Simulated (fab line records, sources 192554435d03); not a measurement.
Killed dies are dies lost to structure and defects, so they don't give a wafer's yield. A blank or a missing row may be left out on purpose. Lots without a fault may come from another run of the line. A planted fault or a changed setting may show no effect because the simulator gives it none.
Chamber matching | flow n5_finfet | N5_BEOL_M5_ILD_DEP_00 on pecvd-02: 3 sister chambers
The step deposits SiCOH lowk from DEMS/porogen, target thk 140.64 nm, time 25.9 s. 6 wafers are shown with their chamber, then 11 later ones without.

WAFERS WITH THEIR CHAMBER
wafer  | chamber | showerhead_vpp_V (V) | rf_fwd_power_W (W)
L079.3 | 0       | 1293                 | 496.6
L084.3 | 1       | 1305                 | 493.3
L085.1 | 0       | 1270                 | 495.6
L085.3 | 2       | 1280                 | 492.1
L085.6 | 2       | 1313                 | 491.1
L086.3 | 1       | 1320                 | 493.1

WAFERS WITHOUT THEIR CHAMBER
wafer  | showerhead_vpp_V (V) | rf_fwd_power_W (W)
L086.4 | 1308                 | 489.5
L086.5 | 1273                 | 500.1
L090.2 | 1305                 | 491.9
L090.4 | 1300                 | 494.3
L090.6 | 1346                 | 492.8
L093.2 | 1301                 | 493.9
L093.4 | 1336                 | 490.0
L093.5 | 1263                 | 493.1
L095.1 | 1308                 | 489.6
L095.4 | 1268                 | 497.6
L095.5 | 1297                 | 492.2

WHICH CHAMBER EACH WENT THROUGH
wafer  | from the rows above     | in truth
L086.4 | 2                       | 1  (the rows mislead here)
L086.5 | 0                       | 0
L090.2 | can't be placed: 2 or 1 | 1
L090.4 | can't be placed: 1 or 0 | 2
L090.6 | can't be placed: 1 or 2 | 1
L093.2 | 1                       | 1
L093.4 | 2                       | 2
L093.5 | can't be placed: 1 or 2 | 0
L095.1 | 2                       | 2
L095.4 | 0                       | 0
L095.5 | can't be placed: 2 or 1 | 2
Placed correctly: 5 of 11. Can't be placed from these rows: 5 (the true chamber is among the candidates in 3). Placed wrongly: 1.
How it was worked out, from the rows above alone: a wafer's distance from a chamber is the root of the sum, over the readings, of the square of ((its reading less the chamber's mean) divided by the reading's scatter). The wafer belongs to the nearest chamber; if the next one is less than 2 further off, it can't be placed. A chamber's mean is the mean of its shown wafers. The scatter: the root of (the sum of the squares of (reading less its chamber's mean) over the shown wafers, divided by (wafers less chambers)).
